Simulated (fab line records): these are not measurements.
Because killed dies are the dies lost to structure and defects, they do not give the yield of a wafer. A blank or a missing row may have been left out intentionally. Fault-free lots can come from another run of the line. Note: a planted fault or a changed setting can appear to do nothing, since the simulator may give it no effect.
fab line records	flow n5-finfet
record: lots: 9	wafers: 27	last-day: 18
route steps=1938 shown BEOL_M4@1111 BEOL_M8@1345 PASSIVATION@1936
lots with no fault: from the same line, run without faults
start-h: hours from the record's opening day to when the first of the lot's shown wafers began	wait-h: hours since the lot's step before	" identical to the entry in the row above	L1.1+2: a single row standing in for several wafers	- no value present, or no start provided	* or withheld: withheld	< > ~ a bound
route shown NAME@n: a module of which the file shows steps, and the number in the route of the first	usual: mean and standard deviation over wafers with no fault	same: alike in all rows	chamber/n: place in a boat	sites: readings site by site	_std_site: how widely they spread, as a standard deviation	_edge_site: outer sites' mean less inner sites'	radius-mm: for every site, how far away it sits from the centre of the wafer	mask NAME#n: copy n	behind: the tool/chamber that last shaped the wafer	hold: why the lot went on hold/how many hours it stayed there/how the hold came to an end	device: names the non-switching transistor (n, p or np)	end of line: the tests these same wafers got at the end of their route	where a step has no rows: the recipe by itself	killed: the dies lost at the first sort to structure and to defects; this is not the yield of the wafer	map: dies across one wafer; x = killed, . = not, _ = none there
set.NAME: the setting as run; set.NAME@STEP: as run at that earlier step	model.NAME: the simulator's own value behind a step, which no gauge read
one table for each step of the route and one row for each wafer, over a sample of lots
services: from which hour (start-h, from the record's first day; less than 0 if before it) a tool's chamber was out of use, for how many hours, and why
== steps ==
step: N5_BEOL_M4_RC_MEAS_101
usual: DIBL_N: 35.9/1.8	DIBL_P: 36.2/2	IOFF_N: 0.16/0.031	IOFF_P: 0.22/0.041	ION_N: 676/11	ION_P: 465/8.5	SS_N: 71.4/0.64	SS_P: 73.2/0.7	VT_N: 250/3.5	VT_P: -250/3.9
lot.wafer	tool	chamber	start-h	wait-h	DIBL_N[mV/V]	DIBL_P[mV/V]	IOFF_N[nA/um]	IOFF_P[nA/um]	ION_N[uA/um]	ION_P[uA/um]	SS_N[mV/dec]	SS_P[mV/dec]	VT_N[mV]	VT_P[mV]
L392.2	prober-02	0	182.35	0.2	36.6	35.9	0.17	0.19	673	449	71.5	73.4	250	-251
L392.3	"	0	"	"	33.5	32.5	0.11	0.15	657	450	70.8	71.8	252	-254
L392.5	"	0	"	"	35.1	35.4	0.15	0.18	676	457	71.1	72.0	250	-251
L396.1	prober-02	0	203.17	0.0	36.7	36.8	0.15	0.18	670	456	70.9	73.6	252	-256
L396.3	"	0	"	"	38.2	39.8	0.19	0.24	684	464	71.9	73.7	248	-250
L396.5	"	0	"	"	37.1	37.2	0.15	0.20	666	458	70.8	73.7	251	-253
L399.3	prober-01	0	218.98	0.3	36.3	36.6	0.16	0.25	678	470	70.6	73.6	247	-242
L399.4	"	0	"	"	36.3	36.9	0.16	0.26	673	465	71.3	72.8	249	-245
L399.5	"	0	"	"	36.5	36.9	0.16	0.25	688	477	71.2	72.9	249	-246
L400.1	prober-01	0	238.30	0.0	36.8	36.0	0.13	0.19	653	450	72.2	72.7	256	-252
L400.2	"	0	"	"	37.4	37.1	0.16	0.21	679	465	71.1	73.3	248	-253
L400.4	"	0	"	"	38.1	37.7	0.18	0.24	680	473	72.2	73.7	249	-250
L402.1	prober-02	0	243.81	0.0	35.2	36.3	0.16	0.22	689	471	71.2	74.0	249	-249
L402.4	"	0	"	"	35.5	36.5	0.17	0.22	673	463	71.4	74.3	247	-249
L402.6	"	0	"	"	32.4	32.3	0.11	0.17	650	456	71.5	72.7	256	-249
L403.1	prober-01	0	252.03	0.0	34.1	35.4	0.15	0.19	672	461	70.4	73.0	250	-252
L403.4	"	0	"	"	33.9	34.9	0.13	0.18	663	459	71.3	72.6	251	-253
L403.5	"	0	"	"	32.4	33.7	0.12	0.16	674	463	70.7	72.8	251	-255
L404.2	prober-01	0	257.36	0.2	37.3	37.5	0.20	0.28	706	476	71.2	74.2	243	-247
L404.5	"	0	"	"	35.6	35.1	0.16	0.22	682	470	70.9	73.6	246	-251
L404.6	"	0	"	"	34.1	34.6	0.15	0.23	679	469	70.5	73.6	250	-245
L411.1	prober-01	0	303.26	0.0	36.2	34.7	0.17	0.22	680	459	71.8	73.0	247	-251
L411.2	"	0	"	"	34.7	33.7	0.14	0.20	669	466	71.2	72.9	249	-251
L411.4	"	0	"	"	34.8	33.1	0.15	0.19	662	458	71.2	71.8	250	-250
L413.1	prober-02	0	321.11	0.0	35.7	35.5	0.13	0.15	676	456	70.6	73.4	250	-258
L413.3	"	0	"	"	35.4	35.8	0.13	0.15	678	464	70.6	72.5	254	-259
L413.5	"	0	"	"	35.6	36.1	0.14	0.15	675	452	71.2	73.0	249	-256
step: N5_BEOL_M8_CD_MEAS_11
recipe: target-cd-nm: 38.5	landing-energy-ev: 500	detector: se-inlens	polarity: opening
usual: cd-nm: 38.7/0.46
lot.wafer	tool	chamber	start-h	wait-h	cd-nm
L392.2	cd-sem-01	0	219.21	-	38.1
L392.3	"	0	"	"	38.9
L392.5	"	0	"	"	38.8
L396.1	cd-sem-03	0	243.28	-	38.2
L396.3	"	0	"	"	38.5
L396.5	"	0	"	"	38.4
L399.3	cd-sem-02	0	253.81	-	38.6
L399.4	"	0	"	"	38.4
L399.5	"	0	"	"	38.7
L400.1	cd-sem-01	0	274.10	-	38.1
L400.2	"	0	"	"	38.3
L400.4	"	0	"	"	38.1
L402.1	cd-sem-03	0	284.05	-	38.6
L402.4	"	0	"	"	38.3
L402.6	"	0	"	"	39.1
L403.1	cd-sem-03	0	290.23	-	39.4
L403.4	"	0	"	"	39.2
L403.5	"	0	"	"	39.1
L404.2	cd-sem-01	0	290.71	-	38.8
L404.5	"	0	"	"	39.2
L404.6	"	0	"	"	39.2
L411.1	cd-sem-03	0	338.38	-	38.7
L411.2	"	0	"	"	39.8
L411.4	"	0	"	"	39.5
L413.1	cd-sem-03	0	354.98	-	38.4
L413.3	"	0	"	"	38.8
L413.5	"	0	"	"	38.8
step: N5_BEOL_M8_VIA_ETCH_34
recipe: chemistry: C4F6/O2	target: SiCOH_lowk	target-depth-a: 1255	mask-material: SOC	taper-deg: 4	time-s: 50.5	ion-energy-ev: 250	pressure-mtorr: 30	source-w: 345	bias-w: 185	Ar_flow_sccm: 300	C4F6_flow_sccm: 10	O2_flow_sccm: 10
usual: C4F6_flow_sccm: 10.00/0.031	O2_flow_sccm: 9.999/0.027	drypump-motor-current-A: 5.9/0.4	mfc-ar-sccm: 299.9/0.9	oes-product-au: 0.82/0.11	rf-vpp-V: 664/16	showerhead-plenum-p-Torr: 2.82/0.085	throttle-valve-pct: 20.81/0.21
lot.wafer	tool	chamber	start-h	wait-h	C4F6_flow_sccm	O2_flow_sccm	drypump-motor-current-A	mfc-ar-sccm	oes-product-au	rf-hours-counter-h	rf-vpp-V	showerhead-plenum-p-Torr	throttle-valve-pct
L392.2	rie-diel-02	0	220.74	0.0	10.03	9.974	6.4	300.5	0.75	162	671	2.62	21.04
L392.3	"	3	"	"	10.06	10.037	6.0	298.3	0.83	63	658	2.75	20.88
L392.5	"	1	"	"	10.00	10.007	5.4	299.4	0.72	-	679	2.97	20.90
L396.1	rie-diel-02	3	245.43	0.0	10.04	10.018	6.0	299.8	0.82	72	655	2.75	20.91
L396.3	"	1	"	"	9.96	10.013	5.4	299.7	0.71	209	679	2.96	20.91
L396.5	"	1	"	"	9.97	9.985	5.3	300.2	0.71	-	678	2.96	20.91
L399.3	rie-diel-03	0	259.30	0.0	10.01	10.011	6.3	300.3	0.99	5	658	2.78	20.63
L399.4	"	2	"	"	10.01	9.963	5.5	299.7	0.96	15	649	2.79	20.55
L399.5	"	1	"	"	10.01	10.029	6.4	299.8	0.75	-	646	2.86	21.02
L400.1	rie-diel-03	2	275.28	0.0	9.96	10.069	5.5	301.3	0.94	19	647	2.79	20.54
L400.2	"	0	"	"	9.98	10.007	6.3	300.9	0.97	10	661	2.78	20.63
L400.4	"	1	"	"	10.06	9.983	6.4	300.0	0.74	-	646	2.86	21.05
L402.1	rie-diel-03	0	286.33	0.0	-	-	-	-	-	-	-	-	-
L402.4	"	2	"	"	-	-	-	-	-	-	-	-	-
L402.6	"	0	"	"	-	-	-	-	-	-	-	-	-
L403.1	rie-diel-03	1	293.89	0.0	-	-	-	-	-	-	-	-	-
L403.4	"	2	"	"	-	-	-	-	-	-	-	-	-
L403.5	"	3	"	"	-	-	-	-	-	-	-	-	-
L404.2	rie-diel-02	2	294.34	0.0	9.97	9.982	5.8	300.8	0.88	33	696	2.78	20.76
L404.5	"	2	"	"	10.00	10.010	5.8	301.4	0.87	-	694	2.78	20.77
L404.6	"	3	"	"	10.03	9.977	6.0	300.2	0.80	-	656	2.74	20.94
L411.1	rie-diel-03	0	341.14	0.0	9.95	10.013	6.3	298.0	0.91	37	657	2.77	20.67
L411.2	"	1	"	"	9.95	10.020	6.3	300.0	0.72	177	645	2.85	21.06
L411.4	"	2	"	"	9.95	9.993	5.5	300.9	0.89	-	648	2.78	20.59
L413.1	rie-diel-03	1	357.71	0.0	10.07	9.981	6.4	301.3	0.71	183	646	2.84	21.07
L413.3	"	3	"	"	10.01	9.962	5.9	298.9	1.01	2	647	2.81	20.43
L413.5	"	0	"	"	10.00	9.979	6.3	299.2	0.90	-	658	2.77	20.67
step: N5_BEOL_M8_ETCH_41
recipe: chemistry: CH3F/O2	target: SiCN	target-depth-a: 319	taper-deg: 2	time-s: 57.8	ion-energy-ev: 120	mask-material: TiN	pressure-mtorr: 30	source-w: 395	bias-w: 75	Ar_flow_sccm: 150	CH3F_flow_sccm: 30	O2_flow_sccm: 20
usual: CH3F_flow_sccm: 30.00/0.086	O2_flow_sccm: 20.01/0.058	drypump-motor-current-A: 5.9/0.4	mfc-ar-sccm: 150.1/0.47	oes-product-au: 0.82/0.11	rf-vpp-V: 296.8/1.3	showerhead-plenum-p-Torr: 1.98/0.063	throttle-valve-pct: 16.24/0.22
lot.wafer	tool	chamber	start-h	wait-h	CH3F_flow_sccm	O2_flow_sccm	drypump-motor-current-A	mfc-ar-sccm	oes-product-au	rf-hours-counter-h	rf-vpp-V	showerhead-plenum-p-Torr	throttle-valve-pct
L392.2	rie-diel-02	0	-	-	30.02	19.97	6.4	150.2	0.74	162	293.8	1.84	16.49
L392.3	"	3	"	"	30.09	20.03	6.0	150.6	0.83	63	295.6	1.93	16.31
L392.5	"	1	"	"	29.96	20.01	5.4	150.8	0.72	-	298.5	2.09	16.31
L396.1	rie-diel-02	3	-	-	29.96	19.99	6.0	150.0	0.82	72	295.8	1.93	16.35
L396.3	"	1	"	"	30.11	19.89	5.4	150.2	0.70	209	298.5	2.08	16.33
L396.5	"	1	"	"	30.00	20.00	5.4	149.3	0.71	-	298.2	2.08	16.32
L399.3	rie-diel-03	0	-	-	30.04	19.91	6.3	150.2	0.99	5	296.4	1.96	16.03
L399.4	"	2	"	"	29.82	19.93	5.5	150.1	0.96	15	296.8	1.96	15.92
L399.5	"	1	"	"	29.88	20.00	6.3	149.7	0.74	-	297.0	2.01	16.45
L400.1	rie-diel-03	2	-	-	29.98	19.90	5.5	150.3	0.95	19	296.3	1.96	15.95
L400.2	"	0	"	"	30.06	20.03	6.3	150.8	0.97	10	296.1	1.95	16.06
L400.4	"	1	"	"	29.93	19.97	6.3	151.0	0.74	-	296.4	2.01	16.44
L402.1	rie-diel-03	0	-	-	29.98	20.10	6.3	150.0	0.96	15	296.2	1.95	16.08
L402.4	"	2	"	"	30.13	20.05	5.4	150.9	0.95	24	297.3	1.96	15.95
L402.6	"	0	"	"	29.97	19.93	6.3	150.4	0.96	-	297.0	1.95	16.07
L403.1	rie-diel-03	1	-	-	29.95	20.09	6.3	150.9	0.73	161	296.0	2.00	16.47
L403.4	"	2	"	"	29.97	19.97	5.5	150.2	0.93	26	296.7	1.95	15.96
L403.5	"	3	"	"	29.92	19.89	5.9	149.6	0.70	-	296.0	1.98	16.22
L404.2	rie-diel-02	2	-	-	29.93	19.99	5.7	150.1	0.87	33	296.6	1.95	16.18
L404.5	"	2	"	"	29.96	20.07	5.8	149.9	0.88	-	295.7	1.95	16.17
L404.6	"	3	"	"	29.89	20.11	6.0	148.9	0.80	-	296.4	1.92	16.38
L411.1	rie-diel-03	0	-	-	29.99	19.97	6.3	150.5	0.91	37	296.5	1.94	16.10
L411.2	"	1	"	"	29.96	19.97	6.3	150.3	0.73	177	297.5	2.00	16.48
L411.4	"	2	"	"	30.07	20.08	5.4	150.2	0.90	-	296.2	1.95	16.01
L413.1	rie-diel-03	1	-	-	30.03	20.13	6.3	149.8	0.71	183	296.2	2.00	16.48
L413.3	"	3	"	"	30.06	20.08	5.9	150.5	1.00	2	297.3	1.97	15.82
L413.5	"	0	"	"	29.98	20.04	6.3	149.9	0.89	-	297.0	1.94	16.11
step: N5_BEOL_M8_SURFACE_TREAT_79
recipe: gas: Ar	time-s: *	ion-energy-ev: *	ion-current-ma-cm2: 0.5	pressure-mtorr: *	ar-flow-sccm: 30
usual: throttle-valve-pct: *
lot.wafer	tool	chamber	start-h	wait-h	throttle-valve-pct
L392.2	pvd-sputter-03	-	223.85	2.0	*
L392.3	"	-	"	"	*
L392.5	"	-	"	"	*
L396.1	pvd-sputter-01	-	247.89	0.2	*
L396.3	"	-	"	"	*
L396.5	"	-	"	"	*
L399.3	pvd-sputter-01	-	261.05	0.5	*
L399.4	"	-	"	"	*
L399.5	"	-	"	"	*
L400.1	pvd-sputter-02	-	278.12	0.2	*
L400.2	"	-	"	"	*
L400.4	"	-	"	"	*
L402.1	pvd-sputter-02	-	287.71	0.2	*
L402.4	"	-	"	"	*
L402.6	"	-	"	"	*
L403.1	pvd-sputter-02	-	296.74	1.8	*
L403.4	"	-	"	"	*
L403.5	"	-	"	"	*
L404.2	pvd-sputter-02	-	297.36	0.3	*
L404.5	"	-	"	"	*
L404.6	"	-	"	"	*
L411.1	pvd-sputter-03	-	342.39	0.2	*
L411.2	"	-	"	"	*
L411.4	"	-	"	"	*
L413.1	pvd-sputter-01	-	359.31	0.4	*
L413.3	"	-	"	"	*
L413.5	"	-	"	"	*
step: N5_PASSIVATION_PROBE_49
usual: defect-limited-yield: 91.3/1.3	killed_at_M0_to_M3: 35/9.3	killed_at_M4_up: 14/5.2	killed-at-contacts: 12/5.9	killed-at-front-end: 38/11	killed-at-other: 4/3.7	killed-dies: 103/15	killed-on-rim: 14/4	killed-open: 67/12	killed-short: 34/8	sort_bin_5_function: 5.1/0.88	sort_bin_6_memory: 3.3/0.65	sort_bin_8_speed: 0.00/0.03	sort-n-pass: 1077/15	sort-yield-pct: 91.3/1.3
same: gross-dies: 1180	killed-at-back-side: 0	sort_bin_4_leakage[%]: 0
lot.wafer	tool	chamber	start-h	wait-h	defect-limited-yield[%]	killed_at_M0_to_M3	killed_at_M4_up	killed-at-contacts	killed-at-front-end	killed-at-other	killed-dies	killed-on-rim	killed-open	killed-short	sort_bin_5_function[%]	sort_bin_6_memory[%]	sort_bin_8_speed[%]	sort-n-pass	sort-yield-pct[%]
L402.1	prober-01	-	355.96	0.0	0	26	1123	13	17	1	1180	152	36	25	97.7	1.9	0	0	0
L402.4	prober-01	-	356.11	0.2	0	37	1103	1	32	7	1180	152	51	39	96.8	2.9	0	0	0
L402.6	prober-01	-	356.21	0.3	0	43	1084	15	35	3	1180	152	65	42	96.1	3.5	0	0	0
L403.1	prober-01	-	380.60	0.0	0	31	1090	4	51	4	1180	152	76	29	96.6	3.2	0	0	0
L403.4	prober-01	-	380.75	0.2	0	21	1113	9	37	0	1180	152	67	23	96.4	3.6	0	0	0
L403.5	prober-01	-	380.80	0.2	0	50	1079	7	42	2	1180	152	62	51	95.8	3.7	0	0	0
killed by level:class
L402.1 BEOL_M8:area-etch=1118 BEOL_M0_SAQP:geometric-particle:open=10 BEOL_M0_SAQP:geometric-particle:short=8 MOL_CONTACT_COAG:geometric-particle:open=7 MOL_CONTACT_COAG:geometric-particle:short=6 FIN_SAQP:geometric-particle:open=4 FIN_SAQP:geometric-particle:short=4 BEOL_M1:geometric-particle:open=4
L402.4 BEOL_M8:area-etch=1090 BEOL_M0_SAQP:geometric-particle:short=14 BEOL_M0_SAQP:geometric-particle:open=11 GATE_CUT:geometric-particle:short=7 BEOL_M4:geometric-particle:open=6 BEOL_M3:geometric-particle:open=5 DUMMY_GATE:geometric-particle:short=4 BEOL_M2:geometric-particle:open=4
L402.6 BEOL_M8:area-etch=1070 BEOL_M0_SAQP:geometric-particle:short=18 MOL_CONTACT_COAG:geometric-particle:open=12 BEOL_M0_SAQP:geometric-particle:open=10 FIN_SAQP:geometric-particle:short=6 BEOL_M4:geometric-particle:open=6 FIN_SAQP:geometric-particle:open=5 STI_FIN_REVEAL:geometric-particle:open=4
L403.1 BEOL_M8:area-etch=1075 STI_FIN_REVEAL:geometric-particle:open=14 FIN_SAQP:geometric-particle:open=11 FIN_SAQP:geometric-particle:short=9 BEOL_M3:geometric-particle:open=8 BEOL_M1:geometric-particle:open=8 GATE_CUT:geometric-particle:open=6 BEOL_M0_SAQP:geometric-particle:open=5
L403.4 BEOL_M8:area-etch=1090 BEOL_M4:geometric-particle:open=11 STI_FIN_REVEAL:geometric-particle:open=7 MOL_CONTACT_COAG:geometric-particle:open=7 BEOL_M0_SAQP:geometric-particle:open=7 BEOL_M2:geometric-particle:open=6 FIN_SAQP:geometric-particle:open=5 GATE_CUT:geometric-particle:open=5
L403.5 BEOL_M8:area-etch=1067 BEOL_M0_SAQP:geometric-particle:short=18 BEOL_M2:geometric-particle:open=12 BEOL_M0_SAQP:geometric-particle:open=10 FIN_SAQP:geometric-particle:short=8 FIN_SAQP:geometric-particle:open=8 GATE_CUT:geometric-particle:short=6 MOL_CONTACT_COAG:geometric-particle:open=6
== services ==
tool	chamber	start-h	hours	kind
rie-diel-03	2	203.59	-	clean
rie-diel-03	2	203.59	-	consumable-replace:focus-ring
rie-diel-03	2	203.59	17.8	scheduled-down
rie-diel-03	2	203.59	17.8	vent-cycle
rie-diel-03	1	217.32	3.5	repair
rie-diel-03	0	221.39	-	clean
rie-diel-03	0	221.39	-	consumable-replace:focus-ring
rie-diel-03	0	221.39	21.7	scheduled-down
rie-diel-03	0	221.39	21.7	vent-cycle
pvd-sputter-03	-	254.06	7.5	repair
rie-diel-02	1	259.41	3.0	repair
rie-diel-02	0	272.35	6.4	repair
rie-diel-03	3	272.91	8.3	repair
rie-diel-03	2	308.08	2.5	repair
rie-diel-03	3	308.34	5.9	repair
rie-diel-03	1	314.59	8.3	repair
rie-diel-03	3	337.16	-	clean
rie-diel-03	3	337.16	-	consumable-replace:focus-ring
rie-diel-03	3	337.16	15.6	scheduled-down
rie-diel-03	3	337.16	15.6	vent-cycle
rie-diel-02	1	349.06	28.8	repair
pvd-sputter-01	-	351.60	5.5	repair
== key ==
first-sign: step: N5_BEOL_M8_VIA_ETCH_34	reading: tool-record	direction: missing
effect: step: N5_PASSIVATION_PROBE_49	reading: killed_at_M4_up	direction: up	sigmas: 99+	usual: 14	struck: 1099
more-kills-born-at: N5_BEOL_M8_VIA_ETCH_34@rie-diel-03: 6510
met-at N5_BEOL_M8_VIA_ETCH_34
struck-lots L402,L403
later-rows-left-out L402.1,L402.4,L402.6,L403.1,L403.4,L403.5
not-acting-at N5_BEOL_M8_CD_MEAS_11,N5_BEOL_M8_ETCH_41,N5_BEOL_M8_SURFACE_TREAT_79
onset-between 275.28 286.33
fault: kind: skipped-step-whole	tool: rie-diel-03	chamber: -	onset-h: 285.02	steps: N5_BEOL_M8_VIA_ETCH_34	scope: struck-lots-only
later-rows-left-out: the simulator's readings of these wafers behind a module that went badly wrong aren't trusted and aren't shown, but for the sort
